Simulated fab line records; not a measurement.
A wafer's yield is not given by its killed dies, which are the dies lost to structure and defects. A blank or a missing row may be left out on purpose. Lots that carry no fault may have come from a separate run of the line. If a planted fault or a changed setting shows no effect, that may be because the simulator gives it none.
Split-lot experiment / flow n5Finfet / 21 wafers read across 7 lots, on a route 1938 steps long

## THE SPLIT
At N5_BEOL_M0_CUTY_ETCH_63 (etches SOC in N2/H2, target depth 82.7 nm, overetch 16.5 nm, time 124 s), the setting timeS was moved away from the recipe's 124 s on 7 of the 21 wafers read, by -22.1% to +20.6%. For the rest of the wafers, this setting stayed at what the recipe calls for.

## FROM THE SPLIT ON TO THE READING: in between, the file shows 1 step
- N5_BEOL_M0_CUTY_STRIP_64: strips in N2/H2

## THE READING
SiO2_of_BEOL_M0_SAQP_SPACER2_ALD_26.thkNm (the simulator's own value, which no gauge read), in nm, at N5_BEOL_M0_ETCH_138 (etches SiCN in CH3F/O2, target depth 12 nm, time 31.6 s). The file gives no usual value for it. Average 5.1 nm, standard deviation 0.12 nm, over the 14 wafers here run with the recipe.

wafer=L074.2; tool, chamber at the split=rieDiel-01, 3; timeS as run, s=149.5; against the recipe=+20.6%; SiO2_of_BEOL_M0_SAQP_SPACER2_ALD_26.thkNm, nm=4.6; against lot-mates on the recipe=-0.8
wafer=L074.6; tool, chamber at the split=rieDiel-01, 2; timeS as run, s=149.5; against the recipe=+20.6%; SiO2_of_BEOL_M0_SAQP_SPACER2_ALD_26.thkNm, nm=4.6; against lot-mates on the recipe=-0.8
wafer=L074.3; tool, chamber at the split=rieDiel-01, 2; timeS as run, s=124; against the recipe=recipe; SiO2_of_BEOL_M0_SAQP_SPACER2_ALD_26.thkNm, nm=5.4; against lot-mates on the recipe=-
wafer=L076.1; tool, chamber at the split=rieDiel-01, 0; timeS as run, s=124; against the recipe=recipe; SiO2_of_BEOL_M0_SAQP_SPACER2_ALD_26.thkNm, nm=5; against lot-mates on the recipe=-
wafer=L076.3; tool, chamber at the split=rieDiel-01, 2; timeS as run, s=96.63; against the recipe=-22.1%; SiO2_of_BEOL_M0_SAQP_SPACER2_ALD_26.thkNm, nm=6; against lot-mates on the recipe=+1.0
wafer=L076.5; tool, chamber at the split=rieDiel-01, 1; timeS as run, s=96.63; against the recipe=-22.1%; SiO2_of_BEOL_M0_SAQP_SPACER2_ALD_26.thkNm, nm=6; against lot-mates on the recipe=+1.0
wafer=L077.1; tool, chamber at the split=rieDiel-04, 1; timeS as run, s=146; against the recipe=+17.7%; SiO2_of_BEOL_M0_SAQP_SPACER2_ALD_26.thkNm, nm=4.8; against lot-mates on the recipe=-0.2
wafer=L077.3; tool, chamber at the split=rieDiel-04, 2; timeS as run, s=124; against the recipe=recipe; SiO2_of_BEOL_M0_SAQP_SPACER2_ALD_26.thkNm, nm=5; against lot-mates on the recipe=-
wafer=L077.5; tool, chamber at the split=rieDiel-04, 0; timeS as run, s=124; against the recipe=recipe; SiO2_of_BEOL_M0_SAQP_SPACER2_ALD_26.thkNm, nm=5; against lot-mates on the recipe=-
wafer=L087.3; tool, chamber at the split=rieDiel-04, 3; timeS as run, s=124; against the recipe=recipe; SiO2_of_BEOL_M0_SAQP_SPACER2_ALD_26.thkNm, nm=5.2; against lot-mates on the recipe=-
wafer=L087.4; tool, chamber at the split=rieDiel-04, 1; timeS as run, s=124; against the recipe=recipe; SiO2_of_BEOL_M0_SAQP_SPACER2_ALD_26.thkNm, nm=5.2; against lot-mates on the recipe=-
wafer=L087.6; tool, chamber at the split=rieDiel-04, 0; timeS as run, s=124; against the recipe=recipe; SiO2_of_BEOL_M0_SAQP_SPACER2_ALD_26.thkNm, nm=5; against lot-mates on the recipe=-
wafer=L089.2; tool, chamber at the split=rieDiel-04, 1; timeS as run, s=124; against the recipe=recipe; SiO2_of_BEOL_M0_SAQP_SPACER2_ALD_26.thkNm, nm=5.2; against lot-mates on the recipe=-
wafer=L089.4; tool, chamber at the split=rieDiel-04, 2; timeS as run, s=143.9; against the recipe=+16.0%; SiO2_of_BEOL_M0_SAQP_SPACER2_ALD_26.thkNm, nm=4.4; against lot-mates on the recipe=-0.8
wafer=L089.6; tool, chamber at the split=rieDiel-04, 1; timeS as run, s=143.9; against the recipe=+16.0%; SiO2_of_BEOL_M0_SAQP_SPACER2_ALD_26.thkNm, nm=4.8; against lot-mates on the recipe=-0.4
wafer=L090.2; tool, chamber at the split=rieDiel-06, 0; timeS as run, s=124; against the recipe=recipe; SiO2_of_BEOL_M0_SAQP_SPACER2_ALD_26.thkNm, nm=5.2; against lot-mates on the recipe=-
wafer=L090.4; tool, chamber at the split=rieDiel-06, 3; timeS as run, s=124; against the recipe=recipe; SiO2_of_BEOL_M0_SAQP_SPACER2_ALD_26.thkNm, nm=5.2; against lot-mates on the recipe=-
wafer=L090.5; tool, chamber at the split=rieDiel-06, 2; timeS as run, s=124; against the recipe=recipe; SiO2_of_BEOL_M0_SAQP_SPACER2_ALD_26.thkNm, nm=5; against lot-mates on the recipe=-
wafer=L091.1; tool, chamber at the split=rieDiel-04, 2; timeS as run, s=124; against the recipe=recipe; SiO2_of_BEOL_M0_SAQP_SPACER2_ALD_26.thkNm, nm=5; against lot-mates on the recipe=-
wafer=L091.3; tool, chamber at the split=rieDiel-04, 0; timeS as run, s=124; against the recipe=recipe; SiO2_of_BEOL_M0_SAQP_SPACER2_ALD_26.thkNm, nm=5; against lot-mates on the recipe=-
wafer=L091.2; tool, chamber at the split=rieDiel-04, 3; timeS as run, s=124; against the recipe=recipe; SiO2_of_BEOL_M0_SAQP_SPACER2_ALD_26.thkNm, nm=5.2; against lot-mates on the recipe=-

FIT RESULTS
A straight line over all 21 wafers: SiO2_of_BEOL_M0_SAQP_SPACER2_ALD_26.thkNm changes by -0.0318 nm for each +1% of timeS; r = -0.93; the points scatter about the line by 0.15 nm.
The same after taking each lot's own level away (the mean of its wafers on the recipe; 21 wafers): -0.0383 nm for each +1%; r = -0.95; scatter 0.15 nm.
That fit puts the effect of the largest move of timeS on the reading at 0.85 nm.
Across the lots, their own levels run from 5.00 to 5.40 nm, a range of 3.2 times the standard deviation given above.
So the lot-to-lot level changes the slope: the two fits differ.
Check: for one of the wafers moved furthest among these (-22.1%), held out of the fit, the line's prediction against its lot-mates is +0.839 nm. It came out at +1 nm against them.

## THE WHOLE CHAIN: every reading that the file lists as answering this split, in the file's order
step=N5_BEOL_M0_CUTY_ETCH_63; what it does=etches SOC in N2/H2, target depth 82.7 nm, overetch 16.5 nm, time 124 s; reading=SiO2_of_BEOL_M0_SAQP_SPACER2_ALD_26.thkNm (the simulator's own value, which no gauge read); change (the file's fit)=-0.0363 nm for each +1% of the setting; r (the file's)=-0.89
step=N5_BEOL_M0_ETCH_138; what it does=etches SiCN in CH3F/O2, target depth 12 nm, time 31.6 s; reading=SiO2_of_BEOL_M0_SAQP_SPACER2_ALD_26.thkNm (the simulator's own value, which no gauge read); change (the file's fit)=-0.0349 nm for each +1% of the setting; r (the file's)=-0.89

## THE FILE'S OWN FIT
SiO2_of_BEOL_M0_SAQP_SPACER2_ALD_26.thkNm changes by -0.0349 nm for each +1% of timeS, r = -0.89.
